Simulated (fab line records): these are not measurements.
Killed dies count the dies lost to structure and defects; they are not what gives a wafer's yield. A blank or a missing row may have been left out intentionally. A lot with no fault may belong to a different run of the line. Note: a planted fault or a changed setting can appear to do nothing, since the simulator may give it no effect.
Which tool was responsible? -- flow n5_finfet -- 22 lots, 66 wafers sampled, at 5 steps of a route of 1938

## WHAT EACH GAUGE READ, for each wafer
N5_MOL_CONTACT_COAG_INSPECT_97: inspects for defects (darkfield). Usual: 41 for raw_defect_count, sd 17.
lot,measured,on,raw_defect_count,flag
L074,day 5 11:14,defect_inspect-02,27 23 26,
L075,day 5 14:14,defect_inspect-01,43 36 40,
L076,day 5 22:40,defect_inspect-01,40 55 43,
L077,day 6 03:42,defect_inspect-01,45 59 59,
L078,day 6 08:21,defect_inspect-01,30 55 52,
L079,day 6 17:31,defect_inspect-01,108 78 76,
L080,day 7 02:43,defect_inspect-02,22 36 26,
L081,day 7 05:44,defect_inspect-01,34 35 34,
L082,day 7 08:43,defect_inspect-02,20 39 34,
L083,day 7 14:42,defect_inspect-02,26 50 44,
L084,day 7 21:51,defect_inspect-02,26 39 25,
L085,day 8 02:47,defect_inspect-02,53 31 33,
L086,day 8 12:56,defect_inspect-02,32 26 32,
L087,day 8 15:54,defect_inspect-01,25 32 29,
L089,day 9 07:13,defect_inspect-01,27 50 23,
L090,day 9 10:16,defect_inspect-02,44 18 42,
L091,day 9 18:59,defect_inspect-01,33 73 75,
L092,day 9 22:02,defect_inspect-01,39 31 26,
L093,day 10 03:49,defect_inspect-02,54 44 46,
L095,day 10 11:17,defect_inspect-02,39 35 40,
L096,day 10 23:59,defect_inspect-01,35 35 42,
L097,day 11 06:11,defect_inspect-01,35 37 30,

N5_BEOL_M0_SAQP_CD_MEAS_25: target cd 13.1 nm. Usual: 12.79 nm for cd_nm, sd 0.21.
lot,measured,on,cd_nm (nm),flag
L074,day 5 15:37,cd_sem-03,13.10 12.76 13.06,
L075,day 5 19:46,cd_sem-02,12.96 12.69 12.90,
L076,day 6 02:01,cd_sem-03,12.52 12.92 12.77,
L077,day 6 09:46,cd_sem-02,12.64 12.78 12.84,
L078,day 6 13:14,cd_sem-02,12.83 12.86 12.59,
L079,day 6 21:27,cd_sem-03,12.89 12.85 12.97,
L080,day 7 05:49,cd_sem-02,12.96 12.95 13.03,
L081,day 7 09:58,cd_sem-02,13.21 13.02 12.15,
L082,day 7 13:05,cd_sem-01,12.53 12.67 12.63,
L083,day 7 18:37,cd_sem-02,12.61 12.86 12.64,
L084,day 8 04:40,cd_sem-01,12.41 12.89 13.19,
L085,day 8 07:06,cd_sem-01,12.91 12.54 12.77,
L086,day 8 16:31,cd_sem-02,12.51 12.88 12.32,
L087,day 8 21:57,cd_sem-02,12.69 12.95 12.93,
L089,day 9 10:52,cd_sem-03,12.75 12.94 12.83,
L090,day 9 14:39,cd_sem-02,13.06 12.68 12.66,
L091,day 9 22:29,cd_sem-03,12.92 13.04 12.71,
L092,day 10 03:13,cd_sem-03,12.36 12.46 12.79,
L093,day 10 07:33,cd_sem-01,12.60 13.00 12.72,
L095,day 10 15:56,cd_sem-01,12.52 12.76 12.77,
L096,day 11 02:56,cd_sem-02,12.66 12.68 12.67,
L097,day 11 12:22,cd_sem-02,12.86 12.76 12.35,

## WHAT TOOL EACH LOT RAN ON (gives the tool, then ch and the chambers of the sampled wafers, and finally the start)
lot,N5_MOL_CONTACT_COAG_ETCH_48,N5_BEOL_M0_SAQP_STRIP_86,N5_BEOL_M0_SAQP_MANDREL1_REMOVE_100
L074,"rie_diel-05 ch 1,2,3, day 5 07:04","rie_diel-04 ch 1,2, day 5 13:44","rie_si-02 ch 1,2, day 5 15:30"
L075,"rie_diel-01 ch 0,1, day 5 09:20","rie_diel-04 ch 0,1, day 5 18:26","rie_si-04 ch 0,3, day 5 19:40"
L076,"rie_diel-01 ch 0,2, day 5 18:34","rie_diel-06 ch 1,2, day 6 00:33","rie_si-04 ch 1,2,3, day 6 01:54"
L077,"rie_diel-05 ch 0,1,3, day 5 23:37","rie_diel-04 ch 0,1, day 6 08:29","rie_si-02 ch 0,2, day 6 09:40"
L078,"rie_diel-05 ch 0,1, day 6 04:16","rie_diel-03 ch 0,1, day 6 12:02","rie_si-05 ch 0,2, day 6 13:07"
L079,"rie_diel-01 ch 0,1,2, day 6 13:25","rie_diel-04 ch 0,1,3, day 6 20:15","rie_si-04 ch 1,2,3, day 6 21:20"
L080,"rie_diel-02 ch 0,2,3, day 6 22:38","rie_diel-03 ch 0,1, day 7 04:36","rie_si-02 ch 0,2,3, day 7 05:43"
L081,"rie_diel-01 ch 0,1,2, day 7 01:11","rie_diel-06 ch 0,1, day 7 08:46","rie_si-02 ch 1,2,3, day 7 09:51"
L082,"rie_diel-01 ch 1,2, day 7 02:52","rie_diel-03 ch 0,1,3, day 7 11:04","rie_si-05 ch 0,2,3, day 7 12:58"
L083,"rie_diel-05 ch 0,1,2, day 7 10:37","rie_diel-04 ch 1,2,3, day 7 16:28","rie_si-04 ch 0,2,3, day 7 18:31"
L084,"rie_diel-01 ch 0,2, day 7 17:47","rie_diel-04 ch 0,1,3, day 8 02:10","rie_si-04 ch 2,3, day 8 04:34"
L085,"rie_diel-01 ch 1,2, day 7 22:43","rie_diel-04 ch 1,3, day 8 05:35","rie_si-04 ch 1,3, day 8 06:59"
L086,"rie_diel-05 ch 0,2, day 8 08:49","rie_diel-03 ch 0,1,2, day 8 15:08","rie_si-02 ch 0,1, day 8 16:25"
L087,"rie_diel-02 ch 0,1,3, day 8 10:45","rie_diel-04 ch 0,2, day 8 18:34","rie_si-04 ch 0,2, day 8 21:50"
L089,"rie_diel-02 ch 0,1,2, day 9 02:53","rie_diel-04 ch 2,3, day 9 09:14","rie_si-02 ch 2,3, day 9 10:46"
L090,"rie_diel-01 ch 0,1,2, day 9 05:57","rie_diel-04 ch 0,1, day 9 12:25","rie_si-02 ch 1,2,3, day 9 14:32"
L091,"rie_diel-02 ch 0,2,3, day 9 14:54","rie_diel-03 ch 0,1,3, day 9 21:17","rie_si-04 ch 0,1,2, day 9 22:22"
L092,"rie_diel-01 ch 0,3, day 9 16:48","rie_diel-06 ch 1,2,3, day 10 01:40","rie_si-05 ch 1,2,3, day 10 03:08"
L093,"rie_diel-01 ch 0,3, day 9 23:43","rie_diel-04 ch 0,3, day 10 06:22","rie_si-05 ch 1,2, day 10 07:26"
L095,"rie_diel-01 ch 0,2, day 10 06:37","rie_diel-06 ch 2,3, day 10 14:45","rie_si-04 ch 1,2,3, day 10 15:50"
L096,"rie_diel-01 ch 0,1,2, day 10 19:48","rie_diel-03 ch 1,3, day 11 01:44","rie_si-02 ch 1,2,3, day 11 02:49"
L097,"rie_diel-02 ch 0,1,3, day 11 02:02","rie_diel-03 ch 0,3, day 11 10:58","rie_si-04 ch 0,1,2, day 11 12:17"
- N5_MOL_CONTACT_COAG_ETCH_48: etches SiOC in C4F6/O2, target depth 15 nm, overetch 4.5 nm, time 17 s.
- N5_BEOL_M0_SAQP_STRIP_86: strips in N2/H2.
- N5_BEOL_M0_SAQP_MANDREL1_REMOVE_100: chemistry HBr/Cl2/O2, target a-Si, stops on SiNx, bt time 10 s.

## WHAT THE TOOLS THEMSELVES READ (means of the sampled wafers that have a number; where no wafer has one, the mark that the record gives instead)
N5_MOL_CONTACT_COAG_ETCH_48. Usual: C4F6_flow_sccm 9.99 sccm, standard deviation 0.032; drypump_motor_current_A 5.9 A, standard deviation 0.64; mfc_ar_sccm 300.0 sccm, standard deviation 0.98; oes_product_au 0.65 a.u., standard deviation 0.062; rf_vpp_V 1593 V, standard deviation 27; showerhead_plenum_p_Torr 2.87 Torr, standard deviation 0.11; throttle_valve_pct 40.8 %, standard deviation 0.46.
lot,tool,C4F6_flow_sccm (sccm),drypump_motor_current_A (A),mfc_ar_sccm (sccm),oes_product_au (a.u.),rf_vpp_V (V),showerhead_plenum_p_Torr (Torr),throttle_valve_pct (%),flag
L074,rie_diel-05,9.96,6.1,299.3,0.61,1577,2.83,40.6,
L075,rie_diel-01,10.01,6.6,299.9,0.68,1619,2.91,41.2,
L076,rie_diel-01,10.02,6.2,301.5,0.63,1603,2.82,41.1,
L077,rie_diel-05,10.02,6.1,300.2,0.61,1594,2.82,40.5,
L078,rie_diel-05,9.98,6.2,299.5,0.61,1617,2.85,40.3,
L079,rie_diel-01,10.00,5.9,299.3,0.61,1603,2.86,41.0,
L080,rie_diel-02,10.03,6.0,300.3,0.66,1598,2.94,40.6,
L081,rie_diel-01,9.98,6.0,301.5,0.63,1602,2.85,41.0,
L082,rie_diel-01,10.00,5.3,300.6,0.66,1586,2.80,40.9,
L083,rie_diel-05,10.02,5.9,300.2,0.61,1605,2.90,40.8,
L084,rie_diel-01,9.98,5.5,300.7,0.62,1587,2.76,41.0,
L085,rie_diel-01,9.97,5.3,301.1,0.64,1587,2.80,40.9,
L086,rie_diel-05,10.00,5.6,300.4,0.56,1611,2.94,41.1,
L087,rie_diel-02,10.00,6.3,299.2,0.72,1598,2.99,40.5,
L089,rie_diel-02,10.00,6.2,300.6,0.67,1611,2.93,40.3,
L090,rie_diel-01,10.01,5.9,301.1,0.65,1602,2.85,41.1,
L091,rie_diel-02,10.00,6.0,299.4,0.69,1597,2.93,40.7,
L092,rie_diel-01,9.97,5.7,299.2,0.70,1581,2.81,40.7,
L093,rie_diel-01,9.99,6.2,300.4,0.64,1599,2.83,41.0,
L095,rie_diel-01,9.99,6.2,299.2,0.59,1603,2.80,41.2,
L096,rie_diel-01,10.01,5.9,299.3,0.64,1601,2.84,41.1,
L097,rie_diel-02,9.99,6.3,299.7,0.71,1598,2.98,40.5,

N5_BEOL_M0_SAQP_STRIP_86. Usual: drypump_motor_current_A 5.9 A, standard deviation 0.4; oes_product_au 0.76 a.u., standard deviation 0.074; rf_vpp_V 122.0 V, standard deviation 1.5; showerhead_plenum_p_Torr 3.42 Torr, standard deviation 0.084; throttle_valve_pct 18.9 %, standard deviation 0.33.
lot,tool,drypump_motor_current_A (A),oes_product_au (a.u.),rf_vpp_V (V),showerhead_plenum_p_Torr (Torr),throttle_valve_pct (%),flag
L074,rie_diel-04,6.4,0.72,122.1,3.48,18.9,
L075,rie_diel-04,6.3,0.80,122.5,3.48,18.5,
L076,rie_diel-06,5.4,0.80,123.4,3.34,19.1,
L077,rie_diel-04,6.2,0.84,123.2,3.45,18.5,
L078,rie_diel-03,6.1,0.71,121.8,3.48,19.2,
L079,rie_diel-04,5.9,0.79,122.3,3.47,18.7,
L080,rie_diel-03,6.0,0.70,123.1,3.47,19.2,
L081,rie_diel-06,5.3,0.74,121.9,3.36,19.3,
L082,rie_diel-03,6.1,0.69,123.1,3.46,19.1,
L083,rie_diel-04,6.0,0.73,122.2,3.48,18.9,
L084,rie_diel-04,5.9,0.79,122.2,3.46,18.7,
L085,rie_diel-04,6.0,0.75,123.0,3.49,18.7,
L086,rie_diel-03,5.9,0.74,122.4,3.40,19.0,
L087,rie_diel-04,6.3,0.73,122.0,3.45,19.0,
L089,rie_diel-04,5.7,0.72,121.5,3.47,19.2,
L090,rie_diel-04,6.2,0.81,122.3,3.44,18.6,
L091,rie_diel-03,6.1,0.77,123.1,3.45,19.0,
L092,rie_diel-06,5.6,0.75,120.9,3.28,19.1,
L093,rie_diel-04,5.8,0.81,122.4,3.43,18.9,
L095,rie_diel-06,5.7,0.76,122.0,3.24,18.9,
L096,rie_diel-03,5.9,0.76,121.3,3.46,18.9,
L097,rie_diel-03,6.3,0.94,121.5,3.44,18.6,

N5_BEOL_M0_SAQP_MANDREL1_REMOVE_100. Usual: HBr_flow_sccm 150.0 sccm, standard deviation 0.43; drypump_motor_current_A 5.7 A, standard deviation 0.41; oes_product_au 0.995 a.u., standard deviation 0.015; throttle_valve_pct 36.77 %, standard deviation 0.29.
lot,tool,HBr_flow_sccm (sccm),drypump_motor_current_A (A),oes_product_au (a.u.),throttle_valve_pct (%),flag
L074,rie_si-02,150.0,5.6,0.999,36.47,
L075,rie_si-04,149.8,5.3,1.014,36.62,
L076,rie_si-04,149.8,5.6,0.994,36.78,
L077,rie_si-02,150.1,5.9,0.984,36.49,
L078,rie_si-05,150.1,5.9,0.983,36.92,
L079,rie_si-04,149.6,5.7,0.999,36.79,
L080,rie_si-02,150.0,5.9,0.990,36.67,
L081,rie_si-02,149.5,5.8,0.987,36.73,
L082,rie_si-05,150.0,6.1,0.999,36.88,
L083,rie_si-04,150.4,5.5,1.000,36.82,
L084,rie_si-04,150.6,5.8,1.004,36.73,
L085,rie_si-04,149.7,5.6,0.988,36.56,
L086,rie_si-02,150.3,6.0,0.981,36.64,
L087,rie_si-04,149.9,5.3,1.013,37.10,
L089,rie_si-02,149.8,5.7,1.000,36.60,
L090,rie_si-02,149.5,5.8,1.000,36.72,
L091,rie_si-04,150.0,5.3,1.004,36.88,
L092,rie_si-05,150.0,6.2,0.989,36.92,
L093,rie_si-05,149.9,6.0,1.010,37.00,
L095,rie_si-04,150.3,5.7,0.997,36.79,
L096,rie_si-02,150.0,5.8,0.997,36.74,
L097,rie_si-04,150.1,5.3,0.986,36.87,

## THE ANSWER, worked out from the rows above alone
Rule: lot off if the mean of its wafers having a number is beyond 3 standard deviations from the usual mean. A lot without any number at a reading at which 4 lots or more have one is off too. The other lots that the step has rows for count as sound. The gauges are gone through in route order, then the tools' own readings, and for those a lot's mean is taken as printed above. At the first step where some lot is off, the reading lying furthest off is the one used; lots without a number count as furthest.
None of the lots is off at any reading shown; this tells nothing.

## WHAT WAS PUT IN BY THE SIMULATOR
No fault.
